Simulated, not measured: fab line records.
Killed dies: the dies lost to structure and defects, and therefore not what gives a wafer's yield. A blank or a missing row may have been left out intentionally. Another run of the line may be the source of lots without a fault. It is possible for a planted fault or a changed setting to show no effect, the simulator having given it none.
Chamber matching | flow n5-finfet | 4 sister chambers for N5_BEOL_M10_DESCUM_33 on rie-diel-04
The step chemistry O2, time 7.9 s. 4 wafers are shown with their chamber, then 12 later ones without.

WAFERS WITH THEIR CHAMBER
wafer  | chamber | drypump-motor-current-A (A)
L083.1 | 3       | 5.6
L083.5 | 1       | 5.3
L085.2 | 0       | 5.9
L085.6 | 2       | 4.8

WAFERS MISSING THEIR CHAMBER
wafer  | drypump-motor-current-A (A)
L088.2 | 5.8
L088.5 | 5.6
L088.6 | 4.8
L090.2 | 5.9
L090.3 | 5.6
L090.4 | 4.8
L094.4 | 4.8
L094.5 | 5.9
L094.6 | 5.3
L097.4 | 5.8
L097.5 | 4.8
L097.6 | 5.3

WHICH CHAMBER EACH WENT THROUGH
wafer  | from the rows above | in truth
L088.2 | 0                   | 0
L088.5 | 3                   | 3
L088.6 | 2                   | 2
L090.2 | 0                   | 0
L090.3 | 3                   | 3
L090.4 | 2                   | 2
L094.4 | 2                   | 2
L094.5 | 0                   | 0
L094.6 | 1                   | 1
L097.4 | 0                   | 0
L097.5 | 2                   | 2
L097.6 | 1                   | 1
12 of 12 placed correctly. Can't be placed from these rows: 0. Number placed wrongly: 0.
How it was worked out, from the rows above alone: a wafer's distance from a chamber is the root of the sum, over the readings, of the square of ((its reading less the chamber's mean) divided by the reading's scatter). The wafer belongs to the nearest chamber; if the next one is less than 2 further off, it can't be placed. For every chamber, the mean is computed from those of its wafers that are shown. The scatter (one wafer shown for each chamber): square how far every hidden wafer sits from the nearest shown wafer, average those squares and take the square root.
